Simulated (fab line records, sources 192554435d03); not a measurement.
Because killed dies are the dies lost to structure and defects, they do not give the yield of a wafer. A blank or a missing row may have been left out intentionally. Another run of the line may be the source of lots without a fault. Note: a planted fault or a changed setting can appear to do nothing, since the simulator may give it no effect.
Which tool did it? || flow n5 finfet || route of 1938 steps, sampled at 1 step: 9 lots, 26 wafers

WHAT THE GAUGES SHOWED, per wafer
N5_BEOL_M4_RC_MEAS_101. Usual: DIBL_N 36.1 mV/V, standard deviation 2; DIBL_P 36.3 mV/V, standard deviation 2.4; IOFF_N 0.15 nA/um, standard deviation 0.035; IOFF_P 0.21 nA/um, standard deviation 0.039; ION_N 672 uA/um, standard deviation 15; ION_P 463 uA/um, standard deviation 9.7; SS_N 71.5 mV/dec, standard deviation 0.7; SS_P 73.2 mV/dec, standard deviation 0.75; VT_N 251 mV, standard deviation 3.6; VT_P -250 mV, standard deviation 3.8.
{"lot": "L841", "measured": "day 9 03:31", "on": "prober-02", "DIBL_N (mV/V)": "37.0 34.6 35.8", "DIBL_P (mV/V)": "38.5 35.6 36.7", "IOFF_N (nA/um)": "0.18 0.13 0.16", "IOFF_P (nA/um)": "0.27 0.20 0.23", "ION_N (uA/um)": "695 671 691", "ION_P (uA/um)": "480 468 478", "SS_N (mV/dec)": "71.8 71.5 70.7", "SS_P (mV/dec)": "74.5 73.2 74.0", "VT_N (mV)": "247 254 248", "VT_P (mV)": "-246 -248 -247", "flag": ""}
{"lot": "L842", "measured": "day 9 14:43", "on": "prober-02", "DIBL_N (mV/V)": "39.7 37.9 37.7", "DIBL_P (mV/V)": "39.7 38.4 38.9", "IOFF_N (nA/um)": "0.20 0.16 0.17", "IOFF_P (nA/um)": "0.22 0.20 0.20", "ION_N (uA/um)": "671 676 669", "ION_P (uA/um)": "456 462 453", "SS_N (mV/dec)": "72.8 72.7 72.5", "SS_P (mV/dec)": "74.2 73.3 73.7", "VT_N (mV)": "247 250 249", "VT_P (mV)": "-252 -257 -253", "flag": ""}
{"lot": "L845", "measured": "day 10 05:58", "on": "prober-02", "DIBL_N (mV/V)": "37.6 37.2 32.9", "DIBL_P (mV/V)": "37.2 36.4 31.1", "IOFF_N (nA/um)": "0.17 0.16 0.10", "IOFF_P (nA/um)": "0.27 0.26 0.18", "ION_N (uA/um)": "667 665 644", "ION_P (uA/um)": "466 467 460", "SS_N (mV/dec)": "71.8 72.3 70.6", "SS_P (mV/dec)": "73.5 73.6 71.3", "VT_N (mV)": "250 250 257", "VT_P (mV)": "-244 -245 -247", "flag": ""}
{"lot": "L849", "measured": "day 11 12:25", "on": "prober-01", "DIBL_N (mV/V)": "36.8 37.1 34.5", "DIBL_P (mV/V)": "38.0 37.9 34.3", "IOFF_N (nA/um)": "0.18 0.18 0.13", "IOFF_P (nA/um)": "0.25 0.26 0.20", "ION_N (uA/um)": "691 684 663", "ION_P (uA/um)": "474 473 459", "SS_N (mV/dec)": "71.4 71.4 70.8", "SS_P (mV/dec)": "74.8 73.8 73.7", "VT_N (mV)": "247 249 249", "VT_P (mV)": "-247 -247 -251", "flag": ""}
{"lot": "L850", "measured": "day 11 12:26", "on": "prober-02", "DIBL_N (mV/V)": "37.0 34.1 35.9", "DIBL_P (mV/V)": "37.2 33.6 35.8", "IOFF_N (nA/um)": "0.17 0.12 0.15", "IOFF_P (nA/um)": "0.24 0.17 0.21", "ION_N (uA/um)": "696 655 687", "ION_P (uA/um)": "474 457 474", "SS_N (mV/dec)": "71.3 70.9 70.9", "SS_P (mV/dec)": "72.7 72.2 73.0", "VT_N (mV)": "247 253 252", "VT_P (mV)": "-248 -253 -252", "flag": ""}
{"lot": "L854", "measured": "day 12 20:33", "on": "prober-02", "DIBL_N (mV/V)": "40.0 42.3", "DIBL_P (mV/V)": "41.2 42.9", "IOFF_N (nA/um)": "0.21 0.26", "IOFF_P (nA/um)": "0.27 0.31", "ION_N (uA/um)": "683 692", "ION_P (uA/um)": "461 468", "SS_N (mV/dec)": "72.2 73.1", "SS_P (mV/dec)": "74.7 75.0", "VT_N (mV)": "249 243", "VT_P (mV)": "-249 -245", "flag": ""}
{"lot": "L857", "measured": "day 13 18:46", "on": "prober-01", "DIBL_N (mV/V)": "37.0 32.3 34.5", "DIBL_P (mV/V)": "37.2 31.4 34.8", "IOFF_N (nA/um)": "0.18 0.10 0.14", "IOFF_P (nA/um)": "0.24 0.15 0.21", "ION_N (uA/um)": "672 652 665", "ION_P (uA/um)": "458 457 458", "SS_N (mV/dec)": "72.1 70.9 71.1", "SS_P (mV/dec)": "73.5 71.8 72.5", "VT_N (mV)": "248 258 252", "VT_P (mV)": "-250 -254 -249", "flag": ""}
{"lot": "L859", "measured": "day 13 18:54", "on": "prober-02", "DIBL_N (mV/V)": "37.6 35.1 38.3", "DIBL_P (mV/V)": "36.7 33.4 38.3", "IOFF_N (nA/um)": "0.17 0.13 0.19", "IOFF_P (nA/um)": "0.24 0.19 0.27", "ION_N (uA/um)": "673 661 701", "ION_P (uA/um)": "467 461 481", "SS_N (mV/dec)": "71.1 70.7 71.2", "SS_P (mV/dec)": "74.5 72.1 73.5", "VT_N (mV)": "249 252 247", "VT_P (mV)": "-247 -249 -243", "flag": ""}
{"lot": "L858", "measured": "day 13 23:06", "on": "prober-01", "DIBL_N (mV/V)": "36.3 39.6 36.0", "DIBL_P (mV/V)": "35.1 39.1 34.1", "IOFF_N (nA/um)": "0.13 0.19 0.12", "IOFF_P (nA/um)": "0.21 0.27 0.19", "ION_N (uA/um)": "647 680 656", "ION_P (uA/um)": "451 464 458", "SS_N (mV/dec)": "71.1 72.3 71.3", "SS_P (mV/dec)": "72.2 73.1 72.6", "VT_N (mV)": "254 246 256", "VT_P (mV)": "-247 -248 -253", "flag": ""}

WHAT TOOL EACH LOT RAN ON (gives the tool, then ch and the chambers of the sampled wafers, and finally the start)
The record shows no process step preceding these readings.

WHAT THE TOOLS THEMSELVES READ (means of the sampled wafers that have a number; where no wafer has one, the mark that the record gives instead)
The record holds no such reading with a usual standard deviation.

THE ANSWER, worked out from the rows above alone
Rule: a lot counts as off when the mean over its wafers that have a number is more than 3 standard deviations away from the usual mean. Also off: a lot with no number at a reading for which 4 or more lots have one. Where the step has rows for the other lots, those lots are counted as sound. Order of review: gauges by route order, followed by the tools' own readings, for which a lot's mean as printed above is used. At the first step where some lot is off, the reading lying furthest off is the one used; lots without a number count as furthest.
Across all readings shown, no lot is off: no conclusion can be drawn from this.

WHAT THE SIMULATOR HAD INSERTED
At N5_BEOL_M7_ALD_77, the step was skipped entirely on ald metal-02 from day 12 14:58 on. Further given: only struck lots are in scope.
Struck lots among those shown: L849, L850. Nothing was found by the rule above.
